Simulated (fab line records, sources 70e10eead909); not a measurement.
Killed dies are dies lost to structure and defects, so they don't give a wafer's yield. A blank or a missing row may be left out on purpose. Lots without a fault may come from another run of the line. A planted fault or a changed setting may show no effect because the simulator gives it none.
Which tool did it? | flow nand_harc | 12 lots, 36 wafers sampled, at 5 steps of a route of 1159

WHAT THE GAUGES READ, wafer by wafer
NHARC_END_SORT_01. Usual: defect_limited_yield 95.7 %, standard deviation 1.2; killed_at_array 25, standard deviation 7.8; killed_at_other 0.6, standard deviation 0.81; killed_at_periphery 3.3, standard deviation 2.2; killed_dies 29, standard deviation 8.2; killed_open 3.5, standard deviation 1.9; killed_short 1.8, standard deviation 1.3; sort_bin_2_pct 1.3 %, standard deviation 0.5; sort_bin_3_pct 0.23 %, standard deviation 0.21; sort_bin_4_pct 2.8 %, standard deviation 0.9; sort_n_pass 648, standard deviation 8.2; sort_rim_yield_pct 94.3 %, standard deviation 2.8; sort_yield_pct 95.7 %, standard deviation 1.2.
lot  | measured     | on        | defect_limited_yield (%) | killed_at_array | killed_at_other | killed_at_periphery | killed_dies | killed_open | killed_short | sort_bin_2_pct (%) | sort_bin_3_pct (%) | sort_bin_4_pct (%) | sort_n_pass | sort_rim_yield_pct (%) | sort_yield_pct (%) | flag
L955 | day 21 22:02 | prober-02 | 94.7                     | 31              | 2               | 3                   | 36          | 8           | 1            | 1.8                | 0.44               | 3.1                | 641         | 91.5                   | 94.7               |
L961 | day 23 11:52 | prober-01 | 93.9 95.9 93.1           | 36 27 40        | 0 0 1           | 5 1 6               | 41 28 47    | 5 3 6       | 0 2 2        | 2.1 1.0 2.7        | 0.15 0.30 0        | 3.8 2.8 4.3        | 636 649 630 | 89.6 95.3 91.5         | 93.9 95.9 93.1     |
L963 | day 23 21:08 | prober-02 | 97.5 97.5 96.9           | 15 13 20        | 0 1 0           | 2 3 1               | 17 17 21    | 6 2 5       | 1 3 2        | 0.9 1.0 1.0        | 0.15 0.15 0.15     | 1.5 1.3 1.9        | 660 660 656 | 97.2 100.0 98.1        | 97.5 97.5 96.9     |

WHICH TOOL RAN EACH LOT (tool, then ch and the chambers of the sampled wafers, then the start)
lot  | NHARC_A_BONDPAD_PVD_17                  | NHARC_THIN_TSV_ETCH_44             | NHARC_THIN_TSV_PVD_19                   | NHARC_THIN_TSV_ANNEAL_52
L947 | pvd_sputter-03, day 19 00:56 or earlier | rie_diel-11 ch 1,2,3, day 19 00:56 | pvd_sputter-03, day 19 04:40 or earlier | rtp_anneal-02 ch 0, day 19 04:40
L951 | pvd_sputter-03, day 19 02:12 or earlier | rie_diel-11 ch 0,3, day 19 02:12   | pvd_sputter-03, day 19 05:54 or earlier | rtp_anneal-01 ch 0, day 19 05:54
L955 | pvd_sputter-02, day 20 22:08 or earlier | rie_diel-02 ch 0,1,3, day 20 22:08 | pvd_sputter-02, day 21 01:47 or earlier | rtp_anneal-01 ch 0, day 21 01:47
L959 | pvd_sputter-02, day 21 08:20 or earlier | rie_diel-02 ch 1,2,3, day 21 08:20 | pvd_sputter-03, day 21 12:01 or earlier | rtp_anneal-01 ch 0, day 21 12:01
L961 | pvd_sputter-03, day 22 15:12 or earlier | rie_diel-01 ch 0,1,3, day 22 15:12 | pvd_sputter-02, day 22 19:36 or earlier | rtp_anneal-01 ch 0, day 22 19:36
L963 | pvd_sputter-01, day 22 21:51 or earlier | rie_diel-11 ch 1,3, day 22 21:51   | pvd_sputter-02, day 23 01:44 or earlier | rtp_anneal-01 ch 0, day 23 01:44
L962 | pvd_sputter-02, day 22 22:55 or earlier | rie_diel-01 ch 0,2,3, day 22 22:55 | pvd_sputter-01, day 23 02:43 or earlier | rtp_anneal-02 ch 0, day 23 02:43
L964 | pvd_sputter-01, day 23 00:08 or earlier | rie_diel-01 ch 0,2,3, day 23 00:08 | pvd_sputter-01, day 23 03:46 or earlier | rtp_anneal-02 ch 0, day 23 03:46
L966 | pvd_sputter-03, day 23 14:44 or earlier | rie_diel-11 ch 2,3, day 23 14:44   | pvd_sputter-01, day 23 19:41 or earlier | rtp_anneal-01 ch 0, day 23 19:41
L965 | pvd_sputter-02, day 24 00:01 or earlier | rie_diel-01 ch 0,3, day 24 00:01   | pvd_sputter-02, day 24 03:49 or earlier | rtp_anneal-02 ch 0, day 24 03:49
L968 | pvd_sputter-01, day 24 09:13 or earlier | rie_diel-11 ch 0,2,3, day 24 09:13 | pvd_sputter-01, day 24 12:55 or earlier | rtp_anneal-02 ch 0, day 24 12:55
L969 | pvd_sputter-03, day 24 07:58 or earlier | rie_diel-02 ch 1,2,3, day 24 07:58 | pvd_sputter-03, day 24 11:56 or earlier | rtp_anneal-02 ch 0, day 24 11:56
- NHARC_A_BONDPAD_PVD_17: deposits TaN, target thk 5 nm, time 8.06 s.
- NHARC_THIN_TSV_ETCH_44: etches the open film in CF4/O2, target depth 1594.2 nm, time 797.1 s.
- NHARC_THIN_TSV_PVD_19: deposits TaN, target thk 20 nm.
- NHARC_THIN_TSV_ANNEAL_52: time 90 s.

WHAT THE TOOLS THEMSELVES READ (means of the sampled wafers that have a number; where no wafer has one, the mark that the record gives instead)
NHARC_A_BONDPAD_PVD_17. Usual: throttle_valve_pct 30.1 %, standard deviation 0.91.
lot  | tool           | throttle_valve_pct (%) | flag
L947 | pvd_sputter-03 | 30.1                   |
L951 | pvd_sputter-03 | 31.4                   |
L955 | pvd_sputter-02 | 29.6                   |
L959 | pvd_sputter-02 | 29.4                   |
L961 | pvd_sputter-03 | 30.6                   |
L963 | pvd_sputter-01 | 29.7                   |
L962 | pvd_sputter-02 | 30.1                   |
L964 | pvd_sputter-01 | 29.4                   |
L966 | pvd_sputter-03 | 30.2                   |
L965 | pvd_sputter-02 | 29.5                   |
L968 | pvd_sputter-01 | 28.6                   |
L969 | pvd_sputter-03 | 30.1                   |

NHARC_THIN_TSV_ETCH_44. Usual: cf4_flow_sccm 150.0 sccm, standard deviation 0.47; drypump_motor_current_A 5.9 A, standard deviation 0.52; oes_product_au 0.996 a.u., standard deviation 0.017; rf_fwd_power_W 299.7 W, standard deviation 0.88; rf_vpp_V 797 V, standard deviation 3.3; showerhead_plenum_p_Torr 1.87 Torr, standard deviation 0.053; throttle_valve_pct 16.915 %, standard deviation 0.0096.
lot  | tool        | cf4_flow_sccm (sccm) | drypump_motor_current_A (A) | oes_product_au (a.u.) | rf_fwd_power_W (W) | rf_vpp_V (V) | showerhead_plenum_p_Torr (Torr) | throttle_valve_pct (%) | flag
L947 | rie_diel-11 | 150.3                | 6.3                         | 1.000                 | 299.8              | 797          | 1.88                            | 16.909                 |
L951 | rie_diel-11 | 150.3                | 6.0                         | 0.987                 | 299.3              | 798          | 1.90                            | 16.911                 |
L955 | rie_diel-02 | 149.9                | 5.5                         | 0.934                 | 262.9              | 796          | 1.85                            | 16.912                 | OFF
L959 | rie_diel-02 | 150.1                | 5.6                         | 0.921                 | 263.1              | 797          | 1.89                            | 16.913                 | OFF
L961 | rie_diel-01 | 150.1                | 5.9                         | 0.992                 | 299.5              | 797          | 1.86                            | 16.922                 |
L963 | rie_diel-11 | 150.1                | 6.1                         | 0.987                 | 299.6              | 798          | 1.89                            | 16.915                 |
L962 | rie_diel-01 | 150.5                | 6.0                         | 1.000                 | 300.1              | 795          | 1.84                            | 16.917                 |
L964 | rie_diel-01 | 149.9                | 6.0                         | 1.007                 | 300.4              | 794          | 1.84                            | 16.913                 |
L966 | rie_diel-11 | 150.1                | 6.6                         | 0.978                 | 299.7              | 798          | 1.87                            | 16.914                 |
L965 | rie_diel-01 | 150.2                | 5.6                         | 0.991                 | 299.2              | 793          | 1.81                            | 16.919                 |
L968 | rie_diel-11 | 149.6                | 6.0                         | 0.981                 | 299.3              | 797          | 1.89                            | 16.915                 |
L969 | rie_diel-02 | 150.3                | 5.6                         | 0.993                 | 299.4              | 798          | 1.89                            | 16.913                 |

NHARC_THIN_TSV_PVD_19. Usual: throttle_valve_pct 29.9 %, standard deviation 0.89.
lot  | tool           | throttle_valve_pct (%) | flag
L947 | pvd_sputter-03 | 30.2                   |
L951 | pvd_sputter-03 | 29.9                   |
L955 | pvd_sputter-02 | 29.4                   |
L959 | pvd_sputter-03 | 30.4                   |
L961 | pvd_sputter-02 | 29.2                   |
L963 | pvd_sputter-02 | 29.2                   |
L962 | pvd_sputter-01 | 29.3                   |
L964 | pvd_sputter-01 | 29.3                   |
L966 | pvd_sputter-01 | 29.4                   |
L965 | pvd_sputter-02 | 30.0                   |
L968 | pvd_sputter-01 | 28.9                   |
L969 | pvd_sputter-03 | 30.8                   |

NHARC_THIN_TSV_ANNEAL_52. Usual: wafer_temp_C_max 225.9, standard deviation 0.32.
lot  | tool          | wafer_temp_C_max | flag
L947 | rtp_anneal-02 | 225.9            |
L951 | rtp_anneal-01 | 225.9            |
L955 | rtp_anneal-01 | 226.0            |
L959 | rtp_anneal-01 | 226.0            |
L961 | rtp_anneal-01 | 226.2            |
L963 | rtp_anneal-01 | 226.2            |
L962 | rtp_anneal-02 | 225.5            |
L964 | rtp_anneal-02 | 226.0            |
L966 | rtp_anneal-01 | 226.2            |
L965 | rtp_anneal-02 | 226.0            |
L968 | rtp_anneal-02 | 225.4            |
L969 | rtp_anneal-02 | 225.7            |

THE ANSWER, worked out from the rows above alone
Rule: a lot is off if the mean of its wafers that have a number lies more than 3 standard deviations from the usual mean. A lot without any number at a reading at which 4 lots or more have one is off too. The other lots that the step has rows for count as sound. The gauges are gone through in route order, then the tools' own readings, and for those a lot's mean is taken as printed above. The first step at which some lot is off is used, and at that step the reading that is off furthest; a lot without a number counts as furthest.
Off: L955, L959, at NHARC_THIN_TSV_ETCH_44 (rf_fwd_power_W).
A tool fits if, at that step or a process step before it, it ran every lot that is off, and no sound lot after the first of them. NHARC_A_BONDPAD_PVD_17 gives no start for some lots, so the hours and the order of its lots are those of NHARC_THIN_TSV_ETCH_44. None of those tried fits.

WHAT THE SIMULATOR HAD PUT IN
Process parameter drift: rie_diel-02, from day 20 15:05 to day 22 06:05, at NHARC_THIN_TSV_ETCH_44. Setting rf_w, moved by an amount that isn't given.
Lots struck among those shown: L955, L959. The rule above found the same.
